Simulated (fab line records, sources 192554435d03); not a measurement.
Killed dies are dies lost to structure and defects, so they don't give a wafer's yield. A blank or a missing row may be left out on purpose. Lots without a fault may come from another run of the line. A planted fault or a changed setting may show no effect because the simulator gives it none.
Chamber matching | flow n5_finfet | N5_BEOL_M1_ETCH_74 on rie_diel-05: 4 sister chambers
The step etches underlayer in N2/H2, target depth 6.5 nm, time 5.2 s. 18 wafers are shown with their chamber, then 9 later ones without.

WAFERS WITH THEIR CHAMBER
wafer  | chamber | showerhead_plenum_p_Torr (Torr) | drypump_motor_current_A (A) | rf_vpp_V (V)
L074.1 | 1       | 2.62                            | 6.2                         | 525.6
L074.4 | 3       | 2.66                            | 5.9                         | 526.6
L074.6 | 3       | 2.66                            | 5.9                         | 527.4
L075.1 | 2       | 2.62                            | 5.5                         | 527.4
L075.2 | 3       | 2.66                            | 5.9                         | 526.9
L075.6 | 3       | 2.66                            | 5.9                         | 526.5
L078.1 | 1       | 2.62                            | 6.2                         | 525.1
L078.4 | 1       | 2.62                            | 6.3                         | 524.8
L078.6 | 0       | 2.45                            | 5.4                         | 521.1
L080.1 | 1       | 2.62                            | 6.2                         | 526.6
L080.5 | 3       | 2.65                            | 5.9                         | 526.5
L080.6 | 1       | 2.62                            | 6.3                         | 525.8
L086.1 | 3       | 2.64                            | 5.9                         | 525.7
L086.4 | 2       | 2.61                            | 5.5                         | 525.1
L086.5 | 2       | 2.61                            | 5.5                         | 525.7
L088.3 | 0       | 2.44                            | 5.4                         | 520.4
L088.5 | 2       | 2.61                            | 5.4                         | 526.5
L088.6 | 1       | 2.61                            | 6.2                         | 525.8

SIGNATURES (means of the wafers above)
reading                  | chamber 0 | chamber 1 | chamber 2 | chamber 3 | scatter within a chamber
showerhead_plenum_p_Torr | 2.4450    | 2.6183    | 2.6125    | 2.6550    | 0.00632
drypump_motor_current_A  | 5.400     | 6.233     | 5.475     | 5.900     | 0.0386
rf_vpp_V                 | 520.750   | 525.617   | 526.175   | 526.600   | 0.695
Rule: a wafer's distance from a chamber is the root of the sum, over the readings, of the square of ((its reading less the chamber's mean) divided by the reading's scatter). The wafer belongs to the nearest chamber; if the next one is less than 2 further off, it can't be placed. The scatter: the root of (the sum of the squares of (reading less its chamber's mean) over the shown wafers, divided by (wafers less chambers)).

WAFERS WITHOUT THEIR CHAMBER
wafer  | showerhead_plenum_p_Torr (Torr) | drypump_motor_current_A (A) | rf_vpp_V (V)
L090.2 | 2.44                            | 5.4                         | 522.5
L090.4 | 2.61                            | 5.4                         | 526.3
L090.6 | 2.64                            | 5.9                         | 526.3
L095.1 | 2.61                            | 6.2                         | 521.9
L095.2 | 2.61                            | 5.4                         | 525.4
L095.3 | 2.64                            | 5.9                         | 528.2
L097.2 | 2.44                            | 5.4                         | 522.1
L097.4 | 2.61                            | 6.2                         | 526.1
L097.6 | 2.64                            | 5.9                         | 527.3

WHICH CHAMBER EACH WENT THROUGH
wafer  | from the rows above | in truth
L090.2 | 0                   | 0
L090.4 | 2                   | 2
L090.6 | 3                   | 3
L095.1 | 1                   | 1
L095.2 | 2                   | 2
L095.3 | 3                   | 3
L097.2 | 0                   | 0
L097.4 | 1                   | 1
L097.6 | 3                   | 3
Placed correctly: 9 of 9. Can't be placed from these rows: 0. Placed wrongly: 0.
